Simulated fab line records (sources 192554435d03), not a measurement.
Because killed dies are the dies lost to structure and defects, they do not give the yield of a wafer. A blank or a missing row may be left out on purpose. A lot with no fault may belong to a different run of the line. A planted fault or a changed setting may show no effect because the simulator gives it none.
Matching of chambers	flow n5Finfet	rieDiel-02 running N5_BEOL_M12_ETCH_68: 4 sister chambers
The step etches SOC in N2/H2, time 285 s. 4 wafers are shown with their chamber, then 8 later ones without.

## WAFERS PAIRED WITH THEIR CHAMBERS
wafer	chamber	drypumpMotorCurrentA (A)
L085.2	2	6.3
L085.3	1	5.0
L087.3	0	4.9
L088.3	3	5.2

## WAFERS WHOSE CHAMBER IS MISSING
wafer	drypumpMotorCurrentA (A)
L088.4	6.3
L088.5	5.0
L095.1	5.2
L095.4	4.8
L095.6	6.3
L096.1	4.9
L096.4	5.2
L096.6	6.4

## THE CHAMBER EACH PASSED THROUGH
wafer	from the rows above	in truth
L088.4	2	2
L088.5	can't be placed: 1 or 0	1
L095.1	3	3
L095.4	can't be placed: 0 or 1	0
L095.6	2	2
L096.1	can't be placed: 0 or 1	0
L096.4	3	3
L096.6	2	2
5 of 8 placed correctly. These rows do not allow placing 3 (true chamber among the candidates in 3). Wrongly placed: 0.
How it was worked out, from the rows above alone: a wafer's distance from a chamber is the root of the sum, over the readings, of the square of ((its reading less the chamber's mean) divided by the reading's scatter). The wafer belongs to the nearest chamber; if the next one is less than 2 further off, it can't be placed. For every chamber, the mean is computed from those of its wafers that are shown. The scatter: with one shown wafer a chamber, the root of the mean of the squares of how far each hidden wafer lies from its nearest shown one.
